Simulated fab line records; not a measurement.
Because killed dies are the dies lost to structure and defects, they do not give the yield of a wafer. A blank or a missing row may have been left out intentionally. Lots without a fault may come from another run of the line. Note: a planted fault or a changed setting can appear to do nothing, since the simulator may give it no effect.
Which tool did it?    flow n5-finfet    Sampling: 14 lots, 41 wafers, 4 of 1938 route steps

WHAT THE GAUGES READ, wafer by wafer
N5_ZERO_LAYER_CD_MEAS_11: target cd 2000 nm.
lot   measured     on         cd-nm (nm)
L593  day 1 12:46  cd-sem-02  1998.9 2000.1 2000.9
L594  day 1 18:38  cd-sem-02  2002.9 2001.8 1998.4
L597  day 2 12:46  cd-sem-01  2001.2 2003.8 2000.9
L598  day 2 18:41  cd-sem-01  2001.2 2001.3 1998.2
L600  day 3 06:38  cd-sem-03  1998.6 2000.3
L601  day 3 12:40  cd-sem-01  2000.9 2000.3 2001.1
L602  day 3 18:39  cd-sem-01  1999.4 2001.9 2001.0
L605  day 4 12:38  cd-sem-01  2002.4 2003.8 2000.3
L606  day 4 18:46  cd-sem-02  1999.1 1995.6 2000.0
L607  day 5 00:39  cd-sem-02  2005.5 1998.3 2001.3
L608  day 5 06:46  cd-sem-02  2001.8 1999.1 2001.9
L609  day 5 12:38  cd-sem-02  2000.8 2002.8 2001.2
L614  day 6 18:47  cd-sem-03  1999.2 2000.6 1998.2
L615  day 7 00:46  cd-sem-03  2001.8 1998.5 1996.9

N5_ZERO_LAYER_INSPECT_20: inspects for defects (darkfield).
lot   measured     on                 raw-defect-count
L593  day 1 13:25  defect-inspect-01  28 15 34
L594  day 1 19:32  defect-inspect-01  13 10 18
L597  day 2 13:25  defect-inspect-02  37 26 22
L598  day 2 19:17  defect-inspect-01  67 61 53
L600  day 3 07:15  defect-inspect-01  35 30
L601  day 3 13:16  defect-inspect-02  85 38 29
L602  day 3 19:16  defect-inspect-01  34 53 30
L605  day 4 13:20  defect-inspect-02  23 23 29
L606  day 4 19:23  defect-inspect-02  25 33 16
L607  day 5 01:21  defect-inspect-01  44 21 39
L608  day 5 07:25  defect-inspect-02  14 37 20
L609  day 5 13:16  defect-inspect-01  32 21 43
L614  day 6 19:25  defect-inspect-01  21 12 31
L615  day 7 01:23  defect-inspect-02  33 45 30

N5_WELL_APT_CD_MEAS_25: target cd 200 nm.
lot   measured     on         cd-nm (nm)
L593  day 1 14:58  cd-sem-01  202.1 198.8 200.8
L594  day 1 21:13  cd-sem-02  198.8 202.2 202.7
L597  day 2 15:16  cd-sem-01  200.9 202.6 202.1
L598  day 2 21:11  cd-sem-03  196.9 196.1 199.0
L600  day 3 08:41  cd-sem-03  199.6 199.4
L601  day 3 15:07  cd-sem-01  198.9 201.9 198.5
L602  day 3 21:08  cd-sem-03  199.7 199.1 195.7
L605  day 4 22:08  cd-sem-01  198.0 197.4 203.1
L606  day 4 22:30  cd-sem-01  191.9 191.4 188.0
L607  day 5 02:47  cd-sem-02  194.3 190.8 193.7
L608  day 5 09:05  cd-sem-01  192.5 193.6 192.2
L609  day 5 14:41  cd-sem-01  195.7 195.4 191.8
L614  day 6 21:10  cd-sem-01  199.1 199.7 202.3
L615  day 7 02:54  cd-sem-03  202.8 201.4 201.1

WHAT TOOL EACH LOT RAN ON (gives the tool, then ch and the chambers of the sampled wafers, and finally the start)
lot   N5_WELL_APT_EXPOSE_22
L593  krf-scanner-01 ch 0, day 1 14:47
L594  krf-scanner-02 ch 0, day 1 21:03
L597  krf-scanner-02 ch 0, day 2 15:05
L598  krf-scanner-01 ch 0, day 2 21:01
L600  krf-scanner-02 ch 0, day 3 08:31
L601  krf-scanner-02 ch 0, day 3 14:58
L602  krf-scanner-01 ch 0, day 3 20:58
L605  krf-scanner-02 ch 0, day 4 21:59
L606  krf-scanner-01 ch 0, day 4 22:20
L607  krf-scanner-01 ch 0, day 5 02:38
L608  krf-scanner-01 ch 0, day 5 08:55
L609  krf-scanner-01 ch 0, day 5 14:31
L614  krf-scanner-02 ch 0, day 6 20:59
L615  krf-scanner-02 ch 0, day 7 02:44
- N5_WELL_APT_EXPOSE_22: exposes mask PWELL, defocus 0 nm, target cd 200 nm.

AS READ BY THE TOOLS THEMSELVES (means over the sampled wafers that have a number; for cases with no such wafer, the mark the record gives instead)
N5_WELL_APT_EXPOSE_22.
lot   tool            exposure-dose-mJ-cm2
L593  krf-scanner-01  23.183
L594  krf-scanner-02  23.163
L597  krf-scanner-02  23.207
L598  krf-scanner-01  23.170
L600  krf-scanner-02  23.192
L601  krf-scanner-02  23.185
L602  krf-scanner-01  23.221
L605  krf-scanner-02  23.186
L606  krf-scanner-01  22.062
L607  krf-scanner-01  22.290
L608  krf-scanner-01  22.477
L609  krf-scanner-01  22.630
L614  krf-scanner-02  23.209
L615  krf-scanner-02  23.196

THE ANSWER, worked out from the rows above alone
Rule: what is usual is taken from the lots themselves. Put in order of their means at a reading, lots are off if they are a third of the lots or fewer, leave a main group of 4 or more, and stand apart from it by a gap of 3 or more times the standard deviation of the main group's means; of several such gaps the widest counts. A main group is skipped when, at the precision printed for the reading in the tables above, its means are all equal. Also off: a lot with no number at a reading for which 4 or more lots have one. The other lots that the step has rows for count as sound. Order of review: gauges by route order, followed by the tools' own readings, for which a lot's mean as printed above is used. At the first step where some lot is off, the reading lying furthest off is the one used; lots without a number count as furthest.
Off: L606, L607, L608, L609, at N5_WELL_APT_EXPOSE_22 (exposure-dose-mJ-cm2). Main group: mean 23.191, sd 0.017.
A tool fits if, at that step or a process step before it, it ran every lot that is off, and no sound lot after the first of them. One candidate fits, namely krf-scanner-01 at N5_WELL_APT_EXPOSE_22. Its last sound lot is L602 (day 3 20:58), its first lot that is off L606 (day 4 22:20): a fault that began between those two fits.
On the lots that are off, the tool's own readings at N5_WELL_APT_EXPOSE_22 differ by more than 5 times the standard deviation of the sound lots' means, which bears it out; exposure-dose-mJ-cm2 reads 22.365 there versus 23.191 on the sound lots.

WHAT WAS PUT IN BY THE SIMULATOR
Process parameters drifting: krf-scanner-01 at N5_WELL_APT_EXPOSE_22, beginning at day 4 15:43. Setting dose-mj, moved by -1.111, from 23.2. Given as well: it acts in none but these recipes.
Lots struck among those shown: L606, L607, L608, L609. Same finding as the rule above.
